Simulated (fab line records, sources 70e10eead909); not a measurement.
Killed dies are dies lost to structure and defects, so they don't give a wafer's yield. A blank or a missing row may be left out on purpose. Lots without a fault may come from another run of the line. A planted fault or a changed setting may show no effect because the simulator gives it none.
Which tool did it? | flow nand_harc | 6 lots, 18 wafers sampled, at 5 steps of a route of 1159

WHAT THE GAUGES READ, wafer by wafer
NHARC_END_SORT_01.
lot  | measured     | on        | sort_bin_2_pct (%)
L370 | day 20 15:57 | prober-01 | 90.1 2.4 91.6
L372 | day 21 05:58 | prober-01 | 0.6 87.7 1.3
L378 | day 22 02:53 | prober-02 | 0.6 1.9 1.6
L381 | day 24 03:04 | prober-01 | 3.0 3.0 2.1
L383 | day 23 20:10 | prober-02 | 1.3 2.4 1.6
L387 | day 24 18:59 | prober-01 | 0.1 1.3 0.6

WHICH TOOL RAN EACH LOT (tool, then ch and the chambers of the sampled wafers, then the start)
lot  | NHARC_A_M0_DESCUM_14               | NHARC_A_M0_PVD_20                       | NHARC_A_M1_ETCH_15                 | NHARC_A_M1_CMP_23
L370 | rie_diel-13 ch 0,1,3, day 18 22:50 | pvd_sputter-02, day 19 03:08 or earlier | rie_diel-11 ch 0,1, day 19 03:08   | cmp-01 ch 1,2,3, day 19 05:08
L372 | rie_diel-05 ch 0,1,3, day 19 12:58 | pvd_sputter-01, day 19 17:17 or earlier | rie_diel-11 ch 0,1,2, day 19 17:17 | cmp-02 ch 0,1,3, day 19 19:13
L378 | rie_diel-10 ch 0,1,2, day 20 09:53 | pvd_sputter-02, day 20 14:04 or earlier | rie_diel-08 ch 1,3, day 20 14:04   | cmp-03 ch 0,1,3, day 20 16:04
L381 | rie_diel-13 ch 1,2,3, day 22 00:46 | pvd_sputter-01, day 22 05:07 or earlier | rie_diel-03 ch 0,1,2, day 22 05:07 | cmp-03 ch 0,1,2, day 22 07:04
L383 | rie_diel-05 ch 0,1,3, day 22 01:47 | pvd_sputter-02, day 22 06:04 or earlier | rie_diel-11 ch 0,1,3, day 22 06:04 | cmp-02 ch 0,1,3, day 22 08:06
L387 | rie_diel-05 ch 0,2, day 23 02:53   | pvd_sputter-03, day 23 08:31 or earlier | rie_diel-11 ch 1,2,3, day 23 08:31 | cmp-01 ch 0,2,3, day 23 10:38
- NHARC_A_M0_DESCUM_14: chemistry O2, time 3 s.
- NHARC_A_M0_PVD_20: deposits TaN, target thk 5 nm, time 8.06 s.
- NHARC_A_M1_ETCH_15: etches the open film in C4F8/Ar, target depth 182.5 nm, time 91.2 s.
- NHARC_A_M1_CMP_23: polishes, t overpolish 20 s, target thk 154.34 nm.

THE ANSWER, worked out from the rows above alone
Rule: what is usual is taken from the lots themselves. Put in order of their means at a reading, lots are off if they are a third of the lots or fewer, leave a main group of 4 or more, and stand apart from it by a gap of 3 or more times the standard deviation of the main group's means; of several such gaps the widest counts. A main group whose means are all the same, to the digits that the tables above print for the reading, isn't used. A lot without any number at a reading at which 4 lots or more have one is off too. The other lots that the step has rows for count as sound.
Off: L370, L372, at NHARC_END_SORT_01 (sort_bin_2_pct). The main group: mean 1.6 %, standard deviation 0.73.
A tool fits if, at a process step before that reading, it ran every lot that is off, and no sound lot after the first of them. The gauges at NHARC_END_SORT_01 are tried like those tools. NHARC_A_M0_PVD_20 gives no start for some lots, so the hours and the order of its lots are those of NHARC_A_M1_ETCH_15. None of those tried fits.

WHAT THE SIMULATOR HAD PUT IN
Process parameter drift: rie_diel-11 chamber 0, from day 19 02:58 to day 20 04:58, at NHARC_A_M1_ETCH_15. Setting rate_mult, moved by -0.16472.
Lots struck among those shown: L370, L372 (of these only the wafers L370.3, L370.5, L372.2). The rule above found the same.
